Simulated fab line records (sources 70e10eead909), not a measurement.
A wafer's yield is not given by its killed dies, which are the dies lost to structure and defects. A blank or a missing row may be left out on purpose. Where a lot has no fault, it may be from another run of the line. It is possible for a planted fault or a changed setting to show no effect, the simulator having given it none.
Which of the tools did it? -- flow nandHarc -- 45 wafers from 15 lots sampled at 4 of the route's 1302 steps

== WHAT THE GAUGES READ, wafer by wafer ==
No reading from a measuring or inspecting step in the record can be judged against a usual standard deviation.

== WHICH TOOL RAN EACH LOT (tool, then ch and the chambers of the sampled wafers, then the start) ==
lot,NHARC_P_BONDPAD_ETCH_37,NHARC_P_BONDPAD_ETCH_12,NHARC_P_BONDPAD_PVD_17,NHARC_P_BONDPAD_ANNEAL_28
L901,"rieDiel-04 ch 0,2,3, day 7 11:01","rieDiel-04 ch 0,1,3, day 7 12:01 or earlier","pvdSputter-02, day 7 12:01","rtpAnneal-01 ch 0, day 7 12:42"
L902,"rieDiel-12 ch 0,1,3, day 7 21:06","rieDiel-12 ch 0,1,3, day 7 22:03 or earlier","pvdSputter-03, day 7 22:03","rtpAnneal-01 ch 0, day 7 23:03"
L903,"rieDiel-02 ch 2,3, day 8 03:47","rieDiel-02 ch 2,3, day 8 04:49 or earlier","pvdSputter-03, day 8 04:49","rtpAnneal-01 ch 0, day 8 05:24"
L904,"rieDiel-04 ch 0,1, day 8 19:11","rieDiel-04 ch 1,2, day 8 20:14 or earlier","pvdSputter-01, day 8 20:14","rtpAnneal-02 ch 0, day 8 20:53"
L906,"rieDiel-02 ch 2,3, day 9 14:55","rieDiel-02 ch 0,2, day 9 15:55 or earlier","pvdSputter-01, day 9 15:55","rtpAnneal-01 ch 0, day 9 16:32"
L908,"rieDiel-04 ch 0,1,3, day 10 16:36","rieDiel-04 ch 0,1,2, day 10 17:34 or earlier","pvdSputter-02, day 10 17:34","rtpAnneal-01 ch 0, day 10 18:12"
L910,"rieDiel-12 ch 0,2, day 11 09:59","rieDiel-12 ch 0,1,2, day 11 11:00 or earlier","pvdSputter-01, day 11 11:00","rtpAnneal-02 ch 0, day 11 11:35"
L911,"rieDiel-12 ch 1,2,3, day 11 16:22","rieDiel-12 ch 1,2,3, day 11 17:25 or earlier","pvdSputter-03, day 11 17:25","rtpAnneal-01 ch 0, day 11 18:02"
L912,"rieDiel-12 ch 1,2,3, day 11 19:32","rieDiel-12 ch 1,3, day 11 20:57 or earlier","pvdSputter-02, day 11 20:57","rtpAnneal-02 ch 0, day 11 21:38"
L913,"rieDiel-04 ch 1,2, day 12 07:29","rieDiel-04 ch 0,1, day 12 08:28 or earlier","pvdSputter-02, day 12 08:28","rtpAnneal-01 ch 0, day 12 09:11"
L914,"rieDiel-02 ch 0,3, day 13 04:32","rieDiel-02 ch 0,2,3, day 13 05:33 or earlier","pvdSputter-01, day 13 05:33","rtpAnneal-01 ch 0, day 13 06:13"
L915,"rieDiel-04 ch 0,2,3, day 13 11:17","rieDiel-04 ch 0,3, day 13 12:14 or earlier","pvdSputter-02, day 13 12:14","rtpAnneal-01 ch 0, day 13 12:53"
L917,"rieDiel-02 ch 1,2, day 13 21:46","rieDiel-02 ch 0,1, day 13 22:44 or earlier","pvdSputter-02, day 13 22:44","rtpAnneal-02 ch 0, day 13 23:22"
L921,"rieDiel-02 ch 0,1, day 15 12:41","rieDiel-02 ch 1,2,3, day 15 13:41 or earlier","pvdSputter-01, day 15 13:41","rtpAnneal-02 ch 0, day 15 14:19"
L922,"rieDiel-02 ch 1,2, day 16 01:29","rieDiel-02 ch 0,1, day 16 02:31 or earlier","pvdSputter-01, day 16 02:31","rtpAnneal-02 ch 0, day 16 03:15"
- NHARC_P_BONDPAD_ETCH_37: etches the open film in N2/H2, target depth 60 nm, overetch 18 nm, time 65.91 s.
- NHARC_P_BONDPAD_ETCH_12: etches the open film in CHF3/O2, target depth 200 nm, time 100 s.
- NHARC_P_BONDPAD_PVD_17: deposits TaN, target thk 5 nm, time 8.06 s.
- NHARC_P_BONDPAD_ANNEAL_28: time 90 s.

== WHAT THE TOOLS THEMSELVES READ (means of the sampled wafers that have a number; where no wafer has one, the mark that the record gives instead) ==
NHARC_P_BONDPAD_ETCH_37. Usual: drypumpMotorCurrentA 5.4 A, standard deviation 0.42; oesProductAu 1.002 a.u., standard deviation 0.0094; rfFwdPowerW 396.4 W, standard deviation 1.7; rfVppV 430.6 V, standard deviation 2.1; showerheadPlenumPTorr 2.04 Torr, standard deviation 0.073; throttleValvePct 14.171 %, standard deviation 0.0089.
lot,tool,drypumpMotorCurrentA (A),oesProductAu (a.u.),rfFwdPowerW (W),rfVppV (V),showerheadPlenumPTorr (Torr),throttleValvePct (%),flag
L901,rieDiel-04,5.3,0.996,395.7,429.2,2.00,14.172,
L902,rieDiel-12,5.5,1.006,394.4,430.4,2.02,14.177,
L903,rieDiel-02,5.4,0.988,396.6,432.0,2.04,14.164,
L904,rieDiel-04,5.0,1.001,396.2,427.3,1.93,14.169,
L906,rieDiel-02,5.4,1.007,395.5,430.6,2.04,14.168,
L908,rieDiel-04,5.2,0.995,396.4,427.9,1.95,14.172,
L910,rieDiel-12,5.1,1.011,396.4,432.2,2.10,14.175,
L911,rieDiel-12,5.2,1.003,396.4,430.3,2.04,14.164,
L912,rieDiel-12,5.3,1.002,395.8,430.0,2.04,14.174,
L913,rieDiel-04,4.9,0.997,396.5,429.3,2.00,14.158,
L914,rieDiel-02,5.4,0.993,397.2,431.8,2.09,14.173,
L915,rieDiel-04,5.3,1.003,395.8,430.0,2.00,14.181,
L917,rieDiel-02,6.2,1.005,398.6,431.9,2.07,14.177,
L921,rieDiel-02,5.7,1.002,397.9,432.4,2.11,14.173,
L922,rieDiel-02,6.1,1.000,396.9,431.8,2.09,14.166,

NHARC_P_BONDPAD_ETCH_12. Usual: chf3FlowSccm 50.01 sccm (standard deviation 0.15); drypumpMotorCurrentA 5.4 A (standard deviation 0.42); oesProductAu 0.941 a.u. (standard deviation 0.023); rfFwdPowerW 496.7 W (standard deviation 1.9); rfVppV 370.5 V (standard deviation 1.9); showerheadPlenumPTorr 2.40 Torr (standard deviation 0.081); throttleValvePct 20.572 % (standard deviation 0.0089).
lot,tool,chf3FlowSccm (sccm),drypumpMotorCurrentA (A),oesProductAu (a.u.),rfFwdPowerW (W),rfVppV (V),showerheadPlenumPTorr (Torr),throttleValvePct (%),flag
L901,rieDiel-04,49.94,5.2,0.915,495.8,368.6,2.31,20.567,
L902,rieDiel-12,49.99,5.5,0.929,497.1,370.3,2.38,20.579,
L903,rieDiel-02,49.91,5.9,0.910,497.9,370.8,2.41,20.576,
L904,rieDiel-04,50.27,4.9,0.981,498.1,369.4,2.36,20.567,
L906,rieDiel-02,49.98,5.8,0.920,496.9,371.8,2.46,20.569,
L908,rieDiel-04,50.06,5.0,0.969,498.5,369.3,2.34,20.576,
L910,rieDiel-12,49.98,5.3,0.933,496.0,369.8,2.40,20.570,
L911,rieDiel-12,49.97,5.3,0.966,497.0,370.8,2.40,20.572,
L912,rieDiel-12,49.89,5.5,0.969,494.9,369.1,2.33,20.570,
L913,rieDiel-04,50.06,5.2,0.960,496.7,367.1,2.26,20.574,
L914,rieDiel-02,50.02,5.7,0.928,497.7,371.6,2.43,20.574,
L915,rieDiel-04,49.89,5.4,0.932,495.4,368.0,2.28,20.578,
L917,rieDiel-02,50.03,5.7,0.917,496.7,372.5,2.48,20.567,
L921,rieDiel-02,49.93,5.8,0.922,497.4,370.8,2.43,20.570,
L922,rieDiel-02,49.88,5.9,0.924,498.3,372.9,2.49,20.581,

NHARC_P_BONDPAD_PVD_17. Usual: biasV 168.9 V, standard deviation 1.9; cathodeDcPowerW 15000 W, standard deviation 3.1; throttleValvePct 29.7 %, standard deviation 1.1.
lot,tool,biasV (V),cathodeDcPowerW (W),throttleValvePct (%),flag
L901,pvdSputter-02,170.6,15000,30.0,
L902,pvdSputter-03,168.5,15000,30.0,
L903,pvdSputter-03,168.9,15000,30.1,
L904,pvdSputter-01,167.3,15001,28.6,
L906,pvdSputter-01,169.2,15003,29.0,
L908,pvdSputter-02,169.5,15001,29.6,
L910,pvdSputter-01,168.2,14999,29.6,
L911,pvdSputter-03,168.7,15003,28.9,
L912,pvdSputter-02,166.8,15001,29.6,
L913,pvdSputter-02,-,-,-,OFF
L914,pvdSputter-01,-,-,-,OFF
L915,pvdSputter-02,-,-,-,OFF
L917,pvdSputter-02,168.3,15000,29.9,
L921,pvdSputter-01,168.6,14997,28.6,
L922,pvdSputter-01,169.9,14999,29.1,

NHARC_P_BONDPAD_ANNEAL_28. Usual: annealTempCMax 225.76, standard deviation 0.21; wafer_temp_C_max 226.1, standard deviation 0.32.
lot,tool,annealTempCMax,wafer_temp_C_max,flag
L901,rtpAnneal-01,225.66,226.1,
L902,rtpAnneal-01,225.75,225.9,
L903,rtpAnneal-01,225.87,225.9,
L904,rtpAnneal-02,225.92,226.5,
L906,rtpAnneal-01,225.81,225.7,
L908,rtpAnneal-01,225.73,225.9,
L910,rtpAnneal-02,226.05,226.4,
L911,rtpAnneal-01,225.72,225.8,
L912,rtpAnneal-02,226.05,226.4,
L913,rtpAnneal-01,225.61,225.8,
L914,rtpAnneal-01,225.58,225.6,
L915,rtpAnneal-01,225.95,225.9,
L917,rtpAnneal-02,225.91,226.3,
L921,rtpAnneal-02,225.61,226.2,
L922,rtpAnneal-02,225.95,226.3,

== THE ANSWER, worked out from the rows above alone ==
Rule: a lot counts as off when the mean over its wafers that have a number is more than 3 standard deviations away from the usual mean. A lot without any number at a reading at which 4 lots or more have one is off too. Where the step has rows for the other lots, those lots are counted as sound. Order of review: gauges by route order, followed by the tools' own readings, for which a lot's mean as printed above is used. At the first step where some lot is off, the reading lying furthest off is the one used; lots without a number count as furthest.
Off at NHARC_P_BONDPAD_PVD_17 (biasV): L913, L914, L915. Without a number there: L913, L914, L915.
If a tool, at that step or one of the process steps before it, ran each lot that is off and ran no sound lot following the first of them, it fits. NHARC_P_BONDPAD_ETCH_12: start missing for some lots; hours and lot order therefore follow NHARC_P_BONDPAD_PVD_17. No candidate that was tried fits.

== WHAT THE SIMULATOR HAD PUT IN ==
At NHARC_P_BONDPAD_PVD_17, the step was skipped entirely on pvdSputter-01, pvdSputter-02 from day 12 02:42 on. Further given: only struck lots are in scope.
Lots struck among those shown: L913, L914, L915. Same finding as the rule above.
